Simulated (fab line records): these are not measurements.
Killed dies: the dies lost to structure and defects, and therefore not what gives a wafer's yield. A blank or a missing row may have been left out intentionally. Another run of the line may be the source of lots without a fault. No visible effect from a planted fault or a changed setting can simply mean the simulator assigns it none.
Lot-split experiment    flow n5_finfet    on a route of 1938 steps: 7 lots, 21 wafers read

## ON THE SPLIT
At N5_PASSIVATION_ETCH_54 (etches SiO2 in CHF3/O2, target depth 880 nm, time 440 s), the setting bias_w was moved away from the recipe's 170 W on 11 of the 21 wafers read, by -17.8% to +15.9%. All remaining wafers had this setting at the recipe value.

The reading is taken at the split's own step.

## THE READING
rf_vpp_V, in V, at N5_PASSIVATION_ETCH_54 (etches SiO2 in CHF3/O2, target depth 880 nm, time 440 s). Fault-free wafers of this fab line usually give 524 V, standard deviation 9.6 V.

wafer   tool, chamber at the split  bias_w as run, W  against the recipe  rf_vpp_V, V  against lot-mates on the recipe
L075.1  rie_diel-01, 2              170               recipe              512          -
L075.3  rie_diel-01, 1              170               recipe              537          -
L075.4  rie_diel-01, 3              170               recipe              529          -
L078.1  rie_diel-05, 1              160.7             -5.5%               509          -6
L078.2  rie_diel-05, 0              170               recipe              515          -
L078.6  rie_diel-05, 2              160.7             -5.5%               502          -13
L085.1  rie_diel-06, 0              161.4             -5.1%               503          -34
L085.5  rie_diel-06, 0              161.4             -5.1%               502          -35
L085.6  rie_diel-06, 2              170               recipe              537          -
L087.3  rie_diel-06, 0              170               recipe              523          -
L087.4  rie_diel-06, 2              192.9             +13.5%              594          +70
L087.6  rie_diel-06, 0              170               recipe              524          -
L093.3  rie_diel-05, 1              197.1             +15.9%              606          +70
L093.4  rie_diel-05, 3              170               recipe              535          -
L093.6  rie_diel-05, 1              170               recipe              538          -
L097.3  rie_diel-06, 0              139.8             -17.8%              448          -88
L097.5  rie_diel-06, 3              139.8             -17.8%              438          -98
L097.6  rie_diel-06, 2              170               recipe              536          -
L092.1  rie_diel-01, 0              185.4             +9.1%               555          no lot-mate on the recipe
L092.3  rie_diel-01, 3              185.4             +9.1%               566          no lot-mate on the recipe
L092.6  rie_diel-01, 0              185.4             +9.1%               555          no lot-mate on the recipe

FIT RESULTS
A straight line over all 21 wafers: rf_vpp_V changes by +4.56 V for each +1% of bias_w; r = +0.98; the points scatter about the line by 8.6 V.
The same after taking each lot's own level away (the mean of its wafers on the recipe; 18 wafers): +4.94 V for each +1%; r = +0.98; scatter 9.2 V.
The reading moves by 88 V for the largest change in bias_w, on that fit.
The span of the lots' own levels, 515.0 to 537.0 V, comes to 2.3 times the standard deviation stated above.
The two slopes are in agreement: the lot-to-lot level therefore moves the slope only a little.
Check: -87.6 V against its lot-mates is what the line predicts for one of the wafers moved furthest among these (-17.8%) when that wafer is left out of the fit. Against them it came out at -88 V.
Tool readings at the split's step, against how far the setting was moved: rf_vpp_V r = +0.98.

## ADDITIONAL SPLITS CARRIED BY THESE WAFERS
Note: prior to the reading, these wafers also went through further splits. Each is held against what the fit with the lots' levels taken away leaves over:
other split on the same wafers    wafers away from the commonest value  r with rf_vpp_V (lot level and that fit taken away)
N5_MIM_BOT_SPUTTER_00 time_s      9                                     -0.22
N5_PASSIVATION_EXPOSE_07 dose_mj  4                                     +0.35
N5_PASSIVATION_EXPOSE_41 dose_mj  5                                     +0.00

## THE WHOLE CHAIN: every reading that the file lists as answering this split, in the file's order
step                    what it does                                             reading                                                                        change (the file's fit)               r (the file's)
N5_PASSIVATION_ETCH_54  etches SiO2 in CHF3/O2, target depth 880 nm, time 440 s  rf_vpp_V                                                                       +4.88 V for each +1% of the setting   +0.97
N5_PASSIVATION_ETCH_54  etches SiO2 in CHF3/O2, target depth 880 nm, time 440 s  PASSIVATION.feature_depth_nm (the simulator's own value, which no gauge read)  +4.09 nm for each +1% of the setting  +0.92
N5_PASSIVATION_ETCH_54  etches SiO2 in CHF3/O2, target depth 880 nm, time 440 s  etch.depth_nm (the simulator's own value, which no gauge read)                 +4.1 nm for each +1% of the setting   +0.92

## THE FILE'S OWN FIT
rf_vpp_V changes by +4.88 V for each +1% of bias_w, r = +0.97.
